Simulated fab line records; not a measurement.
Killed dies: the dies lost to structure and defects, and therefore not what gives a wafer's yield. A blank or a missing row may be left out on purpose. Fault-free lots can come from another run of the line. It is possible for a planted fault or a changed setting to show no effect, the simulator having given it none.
A lot that was struck, set against a sound lot || flow n5-finfet || 37 steps out of a route of 1938
Sound: these wafers, L908.3, L908.5, L908.6. The struck wafers were L914.1, L914.2, L914.3. The cause is named last.
Order at every step that has rows: each side's tool, ch and its chambers, its first start. Under that, the readings that differ: sound wafers || struck wafers || difference of the means || sigmas: that difference in standard deviations of wafers without a fault.
alike: readings whose means differ by less than 2 such deviations, and words and numbers that are the same on both sides. not compared: withheld readings, readings that some wafer has no value for, bounds like >300 that may hide the same value, and numbers for which the record gives no deviation and whose values overlap.
Wherever a step has rows on one side only, a row that says differs or no value, or a row with sigmas, the two part there. Numbers that have no deviation but don't overlap get no sigmas and don't part them. A reading missing from all wafers of one side parts the sides only when that side holds two or more wafers.

first, 9 steps without rows for these wafers: N5_BEOL_M4_ANNEAL_95 (time 240 s); N5_BEOL_M4_SPUTTER_96 (material Cu, target thk 4.5 nm, time 8.29 s); N5_BEOL_M4_ECD_50 (material Cu, target thk 300 nm); N5_BEOL_M4_ANNEAL_51 (time 90 s); N5_BEOL_M4_CMP_52 (polishes, stops on SiOC, t overpolish 6.8 s, target thk 40 nm); N5_BEOL_M4_PRE_CLEAN_60 (time 15 s); N5_BEOL_M4_CO_CAP_55 (material Co, precursor CCTBA/H2, target thk 2 nm, time 102.1 s); N5_BEOL_M4_PRE_CLEAN_56 (time 15 s); N5_BEOL_M4_DEP_57 (deposits SiCN from 3MS/NH3, target thk 8 nm, time 14 s).
N5_BEOL_M4_RC_MEAS_101:
  sound on prober-01 ch 0, day 12 12:49; struck on prober-01 ch 0, day 13 19:06
{"reading": "DIBL_N (mV/V)", "sound": "36.4 37.6 36.6", "struck": "33.9 35.0 30.1", "difference": -3.9, "sigmas": -2}
  alike: DIBL_P, IOFF_N, IOFF_P, ION_N, ION_P, SS_N, SS_P, VT_N, VT_P
then, 24 steps without rows for these wafers: N5_BEOL_M5_ILD_DEP_00 (deposits SiCOH lowk from DEMS/porogen, target thk 140.64 nm, time 25.9 s); N5_BEOL_M5_CURE_79 (cures SiCOH lowk, time 240 s); N5_BEOL_M5_PECVD_70 (deposits SiO2 from TEOS/O2, target thk 16 nm, time 18 s); N5_BEOL_M5_HM_DEP_02 (deposits TiN, target thk 20 nm); N5_BEOL_M5_COAT_59 (time 60 s, resist thk 60 nm); N5_BEOL_M5_COAT_60 (time 60 s, resist thk 12 nm); N5_BEOL_M5_COAT_71 (time 60 s, resist thk 5 nm); N5_BEOL_M5_COAT_05 (resist thk 30 nm); N5_BEOL_M5_EBR_07; N5_BEOL_M5_SOFTBAKE_06 (time 60 s); N5_BEOL_M5_EXPOSE_08 (exposes mask M5, target cd 28 nm); N5_BEOL_M5_PEB_09 (peb time 60 s); N5_BEOL_M5_DEVELOP_10 (develop time 30 s); N5_BEOL_M5_DESCUM_16 (chemistry O2, time 7 s); N5_BEOL_M5_ETCH_72 (etches underlayer in N2/H2, target depth 6.5 nm, time 5.2 s); N5_BEOL_M5_ETCH_61 (etches SiARC in CF4, target depth 15.6 nm, time 26 s); N5_BEOL_M5_ETCH_62 (etches SOC in N2/H2, target depth 75 nm, overetch 15 nm, time 112.5 s); N5_BEOL_M5_STRIP_63 (strips in N2/H2); N5_BEOL_M5_STRIP_73 (strips in N2/H2); N5_BEOL_M5_STRIP_64 (strips in CF4); N5_BEOL_M5_HM_OPEN_17 (chemistry Cl2/BCl3, target TiN, target depth 20 nm, overetch 6 nm); N5_BEOL_M5_STRIP_19 (strips in O2); N5_BEOL_M5_COAT_65 (time 60 s, resist thk 60 nm); N5_BEOL_M5_COAT_66 (time 60 s, resist thk 12 nm).
N5_BEOL_M6_ETCH_65: etches SiARC in CF4, target depth 15.6 nm, time 26 s.
  sound on rie-diel-04 ch 2,3, day 13 06:05; struck on rie-diel-04 ch 0,1,3, day 14 17:16
  no value came back on the struck wafers for any of 8 readings (bias-w (W), cf4-flow-sccm (sccm) and others); on the sound wafers bias-w (W) reads 36.15 35.86 35.92
  not compared: rf-hours-counter-h
N5_BEOL_M6_ETCH_66: etches SOC in N2/H2, target depth 80 nm, overetch 16 nm, time 120 s.
  sound on rie-diel-04 ch 2,3, day 13 06:07; struck on rie-diel-04 ch 0,1,3, day 14 17:18
{"reading": "oes-product-au (a.u.)", "sound": "0.59 0.60 0.65", "struck": "0.32 0.31 0.30", "difference": -0.30, "sigmas": -7}
  alike: bias-w, chamber-pressure-mTorr, drypump-motor-current-A, rf-vpp-V, showerhead-plenum-p-Torr, throttle-valve-pct
  not compared: rf-hours-counter-h
-- record jumps: 4 days separate the struck wafers' starts on either side; left off in module BEOL_M6, taken up again in module PASSIVATION, whose first shown step is the route's number 1936 --
N5_PASSIVATION_PROBE_49:
  only the struck wafers here have rows in the record (prober-01, day 18 17:17); the sound ones have none

## WHERE THEY PART
Last at N5_PASSIVATION_PROBE_49 as far as this record goes, first at N5_BEOL_M4_RC_MEAS_101.

WHY: the cause the simulator had injected
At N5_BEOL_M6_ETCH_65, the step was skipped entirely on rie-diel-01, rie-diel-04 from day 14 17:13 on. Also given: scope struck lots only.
